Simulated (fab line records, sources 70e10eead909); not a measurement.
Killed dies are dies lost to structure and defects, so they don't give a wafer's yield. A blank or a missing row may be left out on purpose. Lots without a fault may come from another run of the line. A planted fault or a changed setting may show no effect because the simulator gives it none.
fab line records | flow nand_harc | part 1 of 2: steps 1 to 24 of 35
record lots=5 wafers=15 last_day=24
route steps=1159 shown A_SGD_CUT@773 A_SLIT@779 A_SIN_REMOVE@804
lots that met no fault: from a run of the same line without faults
start_h: hours from the record's first day to the start of the lot's first wafer shown | wait_h: hours since the lot's step before | " the same as in the row above | L1.1+2: a row that stands for several wafers | - no value, or no start given | * or withheld: withheld | < > ~ a bound
route shown NAME@n: a module of which the file shows steps, and the number in the route of the first | usual: mean/standard deviation of fault-free wafers | same: alike in all rows | chamber/n: place in a boat | sites: the reading at each site | _std_site: their standard deviation | _edge_site: outer sites' mean less inner sites' | radius_mm: how far each site lies from the wafer's centre | mask NAME#n: copy n | behind: the tool/chamber that last shaped the wafer | hold: why the lot was held/for how many hours/how that ended | device: the transistor (n, p or np) that didn't switch | end of line: the same wafers' tests at the end of the route | a step without rows: its recipe alone | killed: dies lost to structure and defects at the first sort, not the wafer's yield | map: a wafer's dies, x killed, . not, _ none there
set.NAME: the setting as run; set.NAME@STEP: as run at that earlier step | model.NAME: the simulator's own value behind a step, which no gauge read
lots at some steps of the route; a table a step, a row a wafer
services: from which hour (start_h, from the record's first day; less than 0 if before it) a tool's chamber was out of use, for how many hours, and why
## steps
# step NHARC_A_SGD_CUT_THK_MEAS_22
# recipe thk_meas_gauge=ellipsometry
# usual thk_nm=148.0/1.5
# columns lot.wafer tool chamber start_h wait_h thk_nm
L076.1 film_metro-01 - 330.13 0.2 148.9
L076.2 " - " " 149.4
L076.6 " - " " 147.1
L078.2 film_metro-01 - 337.71 0.2 148.6
L078.5 " - " " 147.6
L078.6 " - " " 148.1
L083.3 film_metro-02 - 369.03 0.2 147.4
L083.5 " - " " 147.6
L083.6 " - " " 145.9
L090.2 film_metro-01 - 422.58 0.2 148.8
L090.4 " - " " 149.9
L090.5 " - " " 149.8
L096.4 film_metro-01 - 439.14 0.2 146.8
L096.5 " - " " 147.7
L096.6 " - " " 148.7
# step NHARC_A_SGD_CUT_SRD_23
# columns lot.wafer tool chamber start_h wait_h
L076.2+1+6 wet_bench-05 0,2,4 330.17 0.0
L078.6+2+5 wet_bench-06 6,1,2 337.76 0.0
L083.3+6+5 wet_bench-05 3,6,7 369.07 0.0
L090.5+4+2 wet_bench-09 1,2,3 422.63 0.0
L096.4+5+6 wet_bench-09 3,5,7 439.18 0.0
# step NHARC_A_SGD_CUT_ETCH_26
# recipe target_depth_a=458 chemistry=dHF material=SiO2
# columns lot.wafer tool chamber start_h wait_h
L076.2+1+6 wet_bench-05 0,2,4 330.20 0.0
L078.6+2+5 wet_bench-06 6,1,2 337.78 0.0
L083.3+6+5 wet_bench-05 3,6,7 369.10 0.0
L090.5+4+2 wet_bench-09 1,2,3 422.66 0.0
L096.4+5+6 wet_bench-09 3,5,7 439.21 0.0
# step NHARC_A_SGD_CUT_ETCHBACK_24
# recipe target_depth_a=500 over_etch_frac=0.3 time_s=92.857 ion_energy_ev=120 ch3f_flow_sccm=50 o2_flow_sccm=30 ar_flow_sccm=200 rf_w=500 bias_w=100 chemistry=CH3F/O2
# usual drypump_motor_current_A=5.7/0.54 oes_product_au=0.98/0.033 rf_vpp_V=244.3/1.5 showerhead_plenum_p_Torr=2.46/0.082 throttle_valve_pct=20.664/0.0087
# columns lot.wafer tool chamber start_h wait_h drypump_motor_current_A oes_product_au rf_hours_counter_h rf_vpp_V showerhead_plenum_p_Torr throttle_valve_pct
L076.2 rie_diel-10 1 330.36 0.2 4.7 0.99 8 244.5 2.54 20.667
L076.1 " 3 " " 5.9 0.99 11 243.5 2.52 20.649
L076.6 " 1 " " 4.7 0.99 - 244.7 2.54 20.647
L078.2 rie_diel-10 0 337.94 0.1 6.0 1.00 11 243.7 2.41 20.687
L078.6 " 0 " " 6.0 1.00 - 243.3 2.41 20.665
L078.5 " 1 " " 4.7 0.97 - 246.3 2.54 20.670
L083.3 rie_diel-13 3 369.28 0.2 5.3 0.98 8 244.2 2.47 20.651
L083.5 " 1 " " 5.6 1.00 - 242.1 2.43 20.670
L083.6 " 2 " " 5.8 0.99 - 241.8 2.30 20.667
L090.2 rie_diel-10 2 422.85 0.2 6.7 1.00 5 244.2 2.51 20.672
L090.4 " 3 " " 5.9 1.00 5 245.0 2.52 20.672
L090.5 " 3 " " 5.9 0.99 - 243.2 2.52 20.650
L096.4 rie_diel-10 0 439.41 0.2 5.9 0.99 7 244.9 2.41 20.645
L096.5 " 1 " " 4.7 0.95 - 246.6 2.54 20.667
L096.6 " 2 " " 6.7 0.99 - 246.3 2.51 20.669
# step NHARC_A_SGD_CUT_STRIP_28
# recipe time_s=20 o2_flow_sccm=500 ar_flow_sccm=0 bias_w=0 chemistry=O2
# usual drypump_motor_current_A=5.6/0.57 oes_product_au=1.000/0.015 rf_vpp_V=57.9/0.92 showerhead_plenum_p_Torr=3.54/0.11 throttle_valve_pct=17.036/0.0093
# columns lot.wafer tool chamber start_h wait_h drypump_motor_current_A oes_product_au rf_hours_counter_h rf_vpp_V showerhead_plenum_p_Torr throttle_valve_pct
L076.1 rie_diel-10 3 330.53 0.1 5.9 1.004 11 58.3 3.62 17.023
L076.2 " 0 " " 5.9 1.013 11 58.7 3.46 17.036
L076.6 " 0 " " 5.9 1.014 - 58.6 3.46 17.027
L078.2 rie_diel-10 3 338.11 0.2 5.9 0.987 11 57.9 3.62 17.039
L078.6 " 1 " " 4.7 0.984 - 57.8 3.64 17.023
L078.5 " 0 " " 6.0 1.009 - 57.5 3.46 17.049
L083.3 rie_diel-13 2 - - 5.8 0.986 9 59.2 3.31 17.046
L083.6 " 3 " " 5.3 0.996 - 57.4 3.54 17.052
L083.5 " 0 " " 5.6 0.996 - 58.3 3.63 17.026
L090.2 rie_diel-10 2 - - 6.7 0.981 5 58.4 3.61 17.033
L090.4 " 1 " " 4.7 0.968 5 57.7 3.64 17.029
L090.5 " 2 " " 6.7 0.982 - 58.1 3.60 17.042
L096.4 rie_diel-10 1 - - 4.7 0.975 8 56.2 3.64 17.040
L096.5 " 0 " " 6.0 1.005 - 57.8 3.46 17.035
L096.6 " 1 " " 4.7 0.970 - 58.1 3.64 17.027
# step NHARC_A_SGD_CUT_INSPECT_25
# usual raw_defect_count=325/82
# columns lot.wafer tool chamber start_h wait_h raw_defect_count
L076.1 defect_inspect-02 - 330.64 - 287
L076.2 " - " " 273
L076.6 " - " " 244
L078.2 defect_inspect-01 - 338.22 - 282
L078.5 " - " " 206
L078.6 " - " " 232
L083.3 defect_inspect-02 - 369.49 - 229
L083.5 " - " " 238
L083.6 " - " " 366
L090.2 defect_inspect-02 - 423.17 - 277
L090.4 " - " " 280
L090.5 " - " " 211
L096.4 defect_inspect-02 - 439.61 - 274
L096.5 " - " " 292
L096.6 " - " " 305
# step NHARC_A_SLIT_DEP_25
# recipe target_thk_a=2000 temp_c=400 pressure_torr=6.5 rf_w=900 teos_flow_sccm=161.4 flow_sccm=2650 target_thk_nm=200 gas=O2 material=SiO2
# usual chamber_pressure_Torr=6.499/0.016 heater_power_w=541/95 mfc_precursor_sccm=161.4/0.46 throttle_valve_pct=16.0/0.57
# columns lot.wafer tool chamber start_h wait_h chamber_pressure_Torr heater_power_w mfc_precursor_sccm since_wet_clean_h throttle_valve_pct
L076.2 pecvd-02 1 330.81 0.2 6.501 432 161.5 165 16.7
L076.1 " 0 " " 6.511 695 161.2 165 14.6
L076.6 " 0 " " 6.492 696 161.6 - 14.8
L078.2 pecvd-01 2 338.37 0.1 6.476 499 161.5 88 16.5
L078.5 " 1 " " 6.510 589 161.9 - 15.3
L078.6 " 2 " " 6.480 509 161.6 - 16.2
L083.3 pecvd-03 2 369.64 0.1 6.475 592 161.0 64 15.8
L083.5 " 0 " " 6.482 411 161.5 - 16.7
L083.6 " 1 " " 6.493 619 162.1 - 16.4
L090.2 pecvd-03 0 423.46 0.3 6.509 429 160.6 118 16.7
L090.4 " 1 " " 6.481 623 161.4 - 16.5
L090.5 " 0 " " 6.524 447 161.1 - 16.5
L096.6 pecvd-03 2 439.80 0.2 6.500 607 162.1 - 15.9
L096.5 " 0 " " 6.514 447 162.7 - 16.8
L096.4 " 1 " " 6.494 525 161.5 - 16.8
# step NHARC_A_SLIT_DEP_00
# recipe target_thk_a=32000 temp_c=400 material=aC
# usual throttle_valve_pct=35.000/0.0085
# columns lot.wafer tool chamber start_h wait_h throttle_valve_pct
L076.1 acl_dep-03 0 333.39 - 35.006
L076.2 " 0 " " 34.998
L076.6 " 0 335.03 - 35.004
L078.2 acl_dep-03 0 338.96 - 34.985
L078.5 " 0 339.96 - 34.996
L078.6 " 0 " " 34.997
L083.3 acl_dep-01 0 371.23 - 34.993
L083.5 " 0 " " 34.988
L083.6 " 0 " " 35.020
L090.2 acl_dep-03 0 428.66 - 34.987
L090.4 " 0 " " 35.003
L090.5 " 0 " " 34.981
L096.4 acl_dep-02 0 443.09 - 35.001
L096.5 " 0 " " 35.000
L096.6 " 0 " " 34.995
# step NHARC_A_SLIT_DEP_23
# recipe target_thk_a=1000 target_thk_nm=100 temp_c=400 pressure_torr=3.5 flow_sccm=200 rf_w=350 material=SiON
# usual chamber_pressure_Torr=3.501/0.0079 heater_power_w=735/93
# columns lot.wafer tool chamber start_h wait_h chamber_pressure_Torr heater_power_w since_wet_clean_h
L076.2 pecvd-01 1 335.38 1.3 3.494 841 85
L076.1 " 2 " " 3.495 783 85
L076.6 " 1 " " 3.500 864 -
L078.2 pecvd-01 0 341.17 1.9 3.510 659 91
L078.6 " 2 " " 3.509 790 -
L078.5 " 0 " " 3.504 655 -
L083.3 pecvd-02 0 372.61 1.1 3.506 825 25
L083.6 " 1 " " 3.501 657 -
L083.5 " 0 " " 3.487 820 -
L090.2 pecvd-03 2 430.31 1.3 3.496 740 125
L090.5 " 2 " " 3.512 762 -
L090.4 " 0 " " 3.495 595 -
L096.6 pecvd-03 0 444.18 0.1 3.512 654 -
L096.5 " 1 " " 3.497 757 -
L096.4 " 2 " " 3.489 740 -
# step NHARC_A_SLIT_DEHYDRATE_01
# recipe temp_c=150 time_s=120
# columns lot.wafer tool chamber start_h wait_h
L076.1+2+6 litho_track-06 0 335.65 0.2
L078.2+5+6 litho_track-06 0 341.42 0.2
L083.3+5+6 litho_track-01 0 372.83 0.2
L090.2+4+5 litho_track-06 0 430.59 0.2
L096.4+5+6 litho_track-06 0 444.37 0.1
# step NHARC_A_SLIT_HMDS_02
# recipe time_s=30
# columns lot.wafer tool chamber start_h wait_h
L076.1+2+6 litho_track-06 0 - -
L078.2+5+6 litho_track-06 0 - -
L083.3+5+6 litho_track-01 0 - -
L090.2+4+5 litho_track-06 0 - -
L096.4+5+6 litho_track-06 0 - -
# step NHARC_A_SLIT_COAT_03
# recipe spin_rpm=1500 resist_thk_nm=90
# columns lot.wafer tool chamber start_h wait_h
L076.1+2+6 litho_track-06 0 - -
L078.2+5+6 litho_track-06 0 - -
L083.3+5+6 litho_track-01 0 - -
L090.2+4+5 litho_track-06 0 - -
L096.4+5+6 litho_track-06 0 - -
# step NHARC_A_SLIT_SOFTBAKE_04
# recipe temp_c=105 time_s=55
# columns lot.wafer tool chamber start_h wait_h
L076.1+2+6 litho_track-06 0 - -
L078.2+5+6 litho_track-06 0 - -
L083.3+5+6 litho_track-01 0 - -
L090.2+4+5 litho_track-06 0 - -
L096.4+5+6 litho_track-06 0 - -
# step NHARC_A_SLIT_EBR_05
# columns lot.wafer tool chamber start_h wait_h
L076.1+2+6 litho_track-06 0 - -
L078.2+5+6 litho_track-06 0 - -
L083.3+5+6 litho_track-01 0 - -
L090.2+4+5 litho_track-06 0 - -
L096.4+5+6 litho_track-06 0 - -
# step NHARC_A_SLIT_EXPOSE_06
# recipe na=1.35 dose_mj=60.82 mask_id=SLIT
# columns lot.wafer tool chamber start_h wait_h mask
L076.1+2+6 arfi_scanner-01 0 335.92 - SLIT#0
L078.2+5+6 arfi_scanner-01 0 341.69 - SLIT#0
L083.3+5+6 arfi_scanner-01 0 372.98 - SLIT#0
L090.2+4+5 arfi_scanner-03 0 430.73 - SLIT#0
L096.4+5+6 arfi_scanner-03 0 444.64 - SLIT#0
# step NHARC_A_SLIT_PEB_07
# recipe peb_temp_c=100 peb_time_s=65
# columns lot.wafer tool chamber start_h wait_h
L076.1+2+6 litho_track-04 0 335.98 0.1
L078.2+5+6 litho_track-01 0 341.75 0.1
L083.3+5+6 litho_track-06 0 373.03 0.0
L090.2+4+5 litho_track-04 0 430.79 0.1
L096.4+5+6 litho_track-04 0 444.70 0.0
# step NHARC_A_SLIT_DEVELOP_08
# recipe develop_time_s=35 dev_temp_c=23
# columns lot.wafer tool chamber start_h wait_h
L076.1+2+6 litho_track-04 0 - -
L078.2+5+6 litho_track-01 0 - -
L083.3+5+6 litho_track-06 0 - -
L090.2+4+5 litho_track-04 0 - -
L096.4+5+6 litho_track-04 0 - -
# step NHARC_A_SLIT_CD_MEAS_09
# recipe target_cd_nm=300 landing_energy_ev=500
# usual cd_nm=299.9/0.87
# columns lot.wafer tool chamber start_h wait_h cd_nm
L076.1 cd_sem-01 0 336.07 - 298.5
L076.2 " 0 " " 299.3
L076.6 " 0 " " 299.6
L078.2 cd_sem-02 0 341.83 - 299.9
L078.5 " 0 " " 300.5
L078.6 " 0 " " 300.0
L083.3 cd_sem-03 0 373.11 - 301.0
L083.5 " 0 " " 299.6
L083.6 " 0 " " 301.1
L090.2 cd_sem-02 0 430.87 - 299.4
L090.4 " 0 " " 299.9
L090.5 " 0 " " 299.2
L096.4 cd_sem-02 0 444.78 - 298.3
L096.5 " 0 " " 299.5
L096.6 " 0 " " 298.9
# step NHARC_A_SLIT_OVL_MEAS_10
# usual overlay_x_nm=-0.1/0.84 overlay_y_nm=0.1/0.89
# columns lot.wafer tool chamber start_h wait_h overlay_x_nm overlay_y_nm
L076.1 overlay-01 - 336.15 - -1.3 -0.7
L076.2 " - " " -0.7 -0.3
L076.6 " - " " -0.6 -0.1
L078.2 overlay-02 - 341.92 - -0.6 0.4
L078.5 " - " " -0.4 0.6
L078.6 " - " " -1.2 0.4
L083.3 overlay-02 - 373.20 - 0.1 1.4
L083.5 " - " " 0.0 1.2
L083.6 " - " " 0.2 1.2
L090.2 overlay-02 - 430.96 - -1.0 1.7
L090.4 " - " " 0.0 1.9
L090.5 " - " " 0.0 1.7
L096.4 overlay-01 - 444.86 - 0.7 -0.6
L096.5 " - " " 0.0 0.1
L096.6 " - " " 0.9 -0.3
# step NHARC_A_SLIT_INSPECT_11
# usual raw_defect_count=22/11
# columns lot.wafer tool chamber start_h wait_h raw_defect_count
L076.1 defect_inspect-02 - 336.19 0.0 12
L076.2 " - " " 12
L076.6 " - " " 9
L078.2 defect_inspect-02 - 341.95 0.0 19
L078.5 " - " " 31
L078.6 " - " " 28
L083.3 defect_inspect-01 - 373.23 0.0 29
L083.5 " - " " 30
L083.6 " - " " 27
L090.2 defect_inspect-02 - 430.99 0.0 11
L090.4 " - " " 7
L090.5 " - " " 11
L096.4 defect_inspect-01 - 444.90 0.0 11
L096.5 " - " " 17
L096.6 " - " " 15
# step NHARC_A_SLIT_DESCUM_14
# recipe time_s=3 o2_flow_sccm=200 ar_flow_sccm=0 bias_power_w=0 chemistry=O2
# usual drypump_motor_current_A=5.7/0.39 oes_product_au=1.000/0.012 rf_vpp_V=57.9/0.8 showerhead_plenum_p_Torr=1.94/0.075 throttle_valve_pct=11.312/0.0097
# columns lot.wafer tool chamber start_h wait_h drypump_motor_current_A oes_product_au rf_hours_counter_h rf_vpp_V showerhead_plenum_p_Torr throttle_valve_pct
L076.2 rie_diel-12 1 336.25 0.1 6.3 1.009 10 58.2 2.02 11.298
L076.1 " 3 " " 6.1 1.008 11 57.5 1.85 11.288
L076.6 " 2 " " 5.1 1.006 - 58.0 1.93 11.328
L078.2 rie_diel-08 2 342.02 0.1 5.7 0.996 2 58.7 1.92 11.318
L078.6 " 1 " " 5.3 1.002 - 57.5 1.80 11.317
L078.5 " 2 " " 5.7 0.997 - 58.1 1.92 11.292
L083.3 rie_diel-08 3 373.30 0.1 6.0 0.968 4 58.0 1.90 11.324
L083.6 " 2 " " 5.7 1.001 - 57.1 1.92 11.307
L083.5 " 3 " " 6.0 0.975 - 56.9 1.90 11.309
L090.2 rie_diel-12 1 431.06 0.1 6.3 1.006 3 57.9 2.02 11.315
L090.4 " 3 " " 6.1 1.010 3 58.4 1.85 11.323
L090.5 " 0 " " 5.7 1.017 - 57.6 2.05 11.313
L096.4 rie_diel-12 2 444.97 0.1 5.1 0.987 5 57.3 1.93 11.322
L096.6 " 1 " " 6.3 1.011 - 57.7 2.02 11.323
L096.5 " 2 " " 5.1 0.993 - 57.8 1.93 11.306
# step NHARC_A_SLIT_ETCH_24
# recipe target_depth_a=1210 time_s=60.5 cf4_flow_sccm=100 chf3_flow_sccm=30 ar_flow_sccm=0 rf_w=500 bias_w=200 chemistry=CF4/CHF3
# usual drypump_motor_current_A=5.7/0.38 oes_product_au=0.960/0.025 rf_vpp_V=371.3/2 showerhead_plenum_p_Torr=1.60/0.058 throttle_valve_pct=16.803/0.0081
# columns lot.wafer tool chamber start_h wait_h drypump_motor_current_A oes_product_au rf_hours_counter_h rf_vpp_V showerhead_plenum_p_Torr throttle_valve_pct
L076.1 rie_diel-12 1 336.34 0.1 6.3 0.956 10 372.1 1.66 16.792
L076.2 " 3 " " 6.1 0.972 11 369.2 1.53 16.804
L076.6 " 1 " " 6.3 0.964 - 374.3 1.66 16.816
L078.2 rie_diel-08 0 342.12 0.1 6.0 0.970 2 372.6 1.63 16.805
L078.5 " 1 " " 5.3 0.962 - 367.3 1.49 16.815
L078.6 " 2 " " 5.7 0.966 - 370.5 1.58 16.811
L083.3 rie_diel-08 3 373.38 0.1 6.0 0.933 4 369.7 1.56 16.812
L083.5 " 3 " " 6.0 0.940 - 369.9 1.56 16.794
L083.6 " 0 " " 5.9 0.971 - 374.0 1.63 16.810
L090.4 rie_diel-12 2 431.15 0.1 5.1 0.958 3 370.1 1.59 16.809
L090.2 " 3 " " 6.1 0.994 3 369.6 1.52 16.812
L090.5 " 1 " " 6.3 0.964 - 372.0 1.66 16.799
L096.4 rie_diel-12 0 445.06 0.1 5.7 0.997 4 373.5 1.68 16.800
L096.5 " 1 " " 6.3 0.966 - 373.4 1.66 16.810
L096.6 " 2 " " 5.1 0.947 - 371.7 1.59 16.797
# step NHARC_A_SLIT_ETCH_15
# recipe target_depth_a=32000 over_etch_frac=0.3 time_s=832 ion_energy_ev=150 o2_flow_sccm=400 cos_flow_sccm=20 ar_flow_sccm=0 rf_w=500 bias_w=300 chemistry=O2/COS
# usual drypump_motor_current_A=5.7/0.39 oes_product_au=1.001/0.013 rf_vpp_V=314.6/1.8 showerhead_plenum_p_Torr=3.16/0.12 throttle_valve_pct=28.330/0.0087
# columns lot.wafer tool chamber start_h wait_h drypump_motor_current_A oes_product_au rf_hours_counter_h rf_vpp_V showerhead_plenum_p_Torr throttle_valve_pct
L076.2 rie_diel-12 1 - - 6.3 0.994 10 317.3 3.29 28.333
L076.1 " 3 " " 6.1 0.998 11 312.5 3.03 28.316
L076.6 " 1 " " 6.3 1.002 - 316.6 3.29 28.329
L078.2 rie_diel-08 2 - - 5.7 0.997 2 314.9 3.13 28.336
L078.5 " 1 " " 5.3 0.999 - 312.0 2.95 28.348
L078.6 " 2 " " 5.7 1.008 - 314.5 3.13 28.311
L083.3 rie_diel-08 1 - - 5.3 0.990 4 312.5 2.95 28.330
L083.6 " 1 " " 5.4 0.994 - 311.2 2.95 28.332
L083.5 " 2 " " 5.7 1.004 - 314.5 3.13 28.335
L090.4 rie_diel-12 1 - - 6.3 1.005 3 317.4 3.29 28.327
L090.2 " 3 " " 6.1 1.015 3 314.2 3.03 28.337
L090.5 " 2 " " 5.1 0.983 - 313.2 3.15 28.338
L096.4 rie_diel-12 3 - - 6.1 1.020 5 312.1 3.03 28.327
L096.5 " 2 " " 5.1 0.987 - 313.5 3.14 28.338
L096.6 " 3 " " 6.1 1.021 - 311.1 3.02 28.319
# step NHARC_A_SLIT_ETCH_17
# recipe bias_v=900 source_w=withheld pressure_mtorr=20 ar_flow_sccm=375 c4f8_flow_sccm=83.3 o2_flow_sccm=41.7 time_s=1687.5 target_depth_a=1.01e+05 chemistry=C4F8/O2/Ar
# usual drypump_motor_current_A=5.8/0.52 showerhead_plenum_p_Torr=3.72/0.072 throttle_valve_pct=32.046/0.0093
# columns lot.wafer tool chamber start_h wait_h drypump_motor_current_A rf_hours_counter_h showerhead_plenum_p_Torr throttle_valve_pct
L076.1 har_etch-01 0 337.02 - 5.5 10 3.79 32.042
L076.2 " 1 " " 6.6 10 3.79 32.052
L076.6 " 1 338.27 - 6.6 - 3.79 32.044
L078.2 har_etch-01 0 342.78 - 5.5 11 3.79 32.046
L078.5 " 0 343.79 - 5.5 - 3.79 32.042
L078.6 " 1 " " 6.6 - 3.79 32.047
L083.3 har_etch-02 1 374.92 - 5.2 - 3.61 32.044
L083.6 " 1 " " 5.2 - 3.61 32.052
L083.5 " 0 " " 5.8 - 3.73 32.061
L090.2 har_etch-01 0 436.79 - 5.5 51 3.77 32.066
L090.4 " 1 " " 6.6 - 3.77 32.046
L090.5 " 0 " " 5.5 - 3.77 32.055
L096.4 har_etch-01 1 447.29 - 6.6 - 3.76 32.047
L096.5 " 0 " " 5.5 - 3.76 32.049
L096.6 " 1 " " 6.6 - 3.76 32.055
